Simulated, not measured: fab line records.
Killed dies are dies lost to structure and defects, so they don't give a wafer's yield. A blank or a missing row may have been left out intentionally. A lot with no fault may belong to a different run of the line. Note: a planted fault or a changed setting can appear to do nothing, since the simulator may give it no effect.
Matching of chambers	flow n5-finfet	rie-diel-06 running N5_MOL_CONTACT_COAG_ETCH_89: 4 sister chambers
The step etches underlayer in N2/H2, target depth 13 nm, time 10.4 s. 8 wafers are shown with their chamber, then 7 later ones without.

WAFERS PAIRED WITH THEIR CHAMBERS
wafer	chamber	drypump-motor-current-A (A)	showerhead-plenum-p-Torr (Torr)
L082.1	3	6.6	2.58
L084.2	0	6.2	2.48
L084.4	1	4.9	2.42
L090.3	2	5.4	2.45
L090.4	0	6.3	2.48
L090.5	3	6.6	2.57
L092.1	2	5.4	2.45
L092.2	1	4.8	2.41

WAFERS WITH NO CHAMBER GIVEN
wafer	drypump-motor-current-A (A)	showerhead-plenum-p-Torr (Torr)
L092.3	6.2	2.48
L095.2	4.9	2.41
L095.3	6.2	2.47
L095.4	6.3	2.47
L096.1	5.4	2.45
L096.2	6.2	2.47
L096.4	4.8	2.41

EACH ONE'S CHAMBER
wafer	from the rows above	in truth
L092.3	0	0
L095.2	1	1
L095.3	0	0
L095.4	0	0
L096.1	2	2
L096.2	0	0
L096.4	1	1
Placed correctly: 7 of 7. Not placeable from these rows: 0. 0 placed wrongly.
How it was worked out, from the rows above alone: a wafer's distance from a chamber is the root of the sum, over the readings, of the square of ((its reading less the chamber's mean) divided by the reading's scatter). The wafer belongs to the nearest chamber; if the next one is less than 2 further off, it can't be placed. The mean given for a chamber averages the wafers shown for that chamber. The scatter: the root of (the sum of the squares of (reading less its chamber's mean) over the shown wafers, divided by (wafers less chambers)).
